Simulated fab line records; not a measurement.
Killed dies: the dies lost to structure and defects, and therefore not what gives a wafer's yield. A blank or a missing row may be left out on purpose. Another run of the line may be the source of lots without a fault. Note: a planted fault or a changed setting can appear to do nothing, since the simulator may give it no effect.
One fault seen from 3 desks + flow nand_harc + each desk holds nothing but its own numbers, with what lay behind them at the end

== TOOL OWNER'S DESK, wet_bench-04 ==
The tool's own readings at NHARC_P_ZERO_WELL_PRECLEAN_68 (cleans in SC1, time 60 s): means of the sampled wafers that have a number, for each lot that ran on this tool. A lot is out of limits, marked OUT, if its mean lies more than 4 standard deviations from the usual mean; the brackets give that distance.
Columns: A = sc1_h2o2_end_mol_l at NHARC_P_ZERO_WELL_PRECLEAN_68, usual 0.3698; B = temp_c at NHARC_P_ZERO_WELL_PRECLEAN_68, usual 50.01 C
| lot  | first seen here | A      | B     |
|------|-----------------|--------|-------|
| L130 | day 1 18:41     | 0.3703 | 50.07 |
| L138 | day 3 18:43     | 0.3691 | 50.13 |
| L143 | day 5 00:38     | 0.3695 | 50.03 |
| L148 | day 6 06:19     | 0.3698 | 50.13 |
| L151 | day 7 00:35     | 0.3697 | 50.03 |
| L152 | day 7 06:35     | 0.3701 | 49.95 |
This desk's verdict: no lot among the 6 shows anything out of limits.

== FROM THE METROLOGY DESK ==
Lot by lot, what the gauges showed, no matter which tool ran the lot: averages of those sampled wafers that carry a number. A lot is out of limits, marked OUT, if its mean lies more than 4 standard deviations from the usual mean; the brackets give that distance.
Columns: A = cd_nm at NHARC_P_GATE_CD_MEAS_26, usual 120.6 nm
| lot  | first seen here | A     |
|------|-----------------|-------|
| L131 | day 4 15:02     | 120.9 |
| L130 | day 4 15:28     | 120.0 |
| L133 | day 5 05:40     | 121.4 |
| L135 | day 6 07:08     | 119.0 |
| L138 | day 6 20:26     | 121.4 |
| L139 | day 7 01:05     | 120.5 |
| L142 | day 8 00:26     | 121.2 |
| L143 | day 8 01:00     | 119.7 |
| L148 | day 9 06:16     | 120.7 |
| L151 | day 9 20:04     | 121.4 |
| L152 | day 10 10:29    | 120.7 |
This desk's verdict: no lot among the 11 shows anything out of limits.

== THE DEFECT DESK ==
Per lot, the means of the sampled wafers with a number show what the inspections along the route counted. A lot is out of limits, marked OUT, if its mean lies more than 4 standard deviations from the usual mean; the brackets give that distance.
Columns: A = raw_defect_count at NHARC_P_ZERO_WELL_INSPECT_43, usual 13; B = raw_defect_count at NHARC_P_STI_INSPECT_11, usual 5.6
| lot  | first seen here | A             | B                       |
|------|-----------------|---------------|-------------------------|
| L130 | day 1 19:46     | 18            | 8.0                     |
| L131 | day 2 01:43     | 15            | 9.7                     |
| L133 | day 2 13:37     | 9             | 7.3                     |
| L135 | day 3 01:43     | 11            | 3.3                     |
| L138 | day 3 19:46     | 11            | 6.0                     |
| L139 | day 4 02:17     | 16            | 6.0                     |
| L142 | day 4 19:21     | 20            | 6.3                     |
| L143 | day 5 01:43     | 8             | 2.7                     |
| L148 | day 6 07:22     | 315 (+51) OUT | 304.7 (+99 or more) OUT |
| L151 | day 7 01:38     | 288 (+47) OUT | 262.0 (+92) OUT         |
| L152 | day 7 07:38     | 273 (+44) OUT | 263.7 (+92) OUT         |
This desk finds L148, L151, L152 out of limits, L148 being first, at day 6 07:22 (raw_defect_count at NHARC_P_ZERO_WELL_INSPECT_43). Within limits: L130, L131, L133, L135, L138, L139, L142, L143.

== BROUGHT TOGETHER ==
The defect desk could have raised an alarm at day 6 07:22, on L148, L151, L152.
The tool owner's desk saw nothing out of limits.
From the metrology desk's view, nothing was out of limits.
Tool owner's desk: L148, L151, L152 on record, inside its limits.
The metrology desk holds a record of L148, L151, L152, inside its limits.
NHARC_P_ZERO_WELL_PRECLEAN_68 was run on wet_bench-04 by each of the lots named.

== WHAT HAD BEEN PUT IN BY THE SIMULATOR ==
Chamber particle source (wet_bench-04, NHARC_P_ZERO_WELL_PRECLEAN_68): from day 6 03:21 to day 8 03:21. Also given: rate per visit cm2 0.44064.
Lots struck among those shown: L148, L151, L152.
Hours from the fault's start to each desk's first reading out of limits: the defect desk, 4.
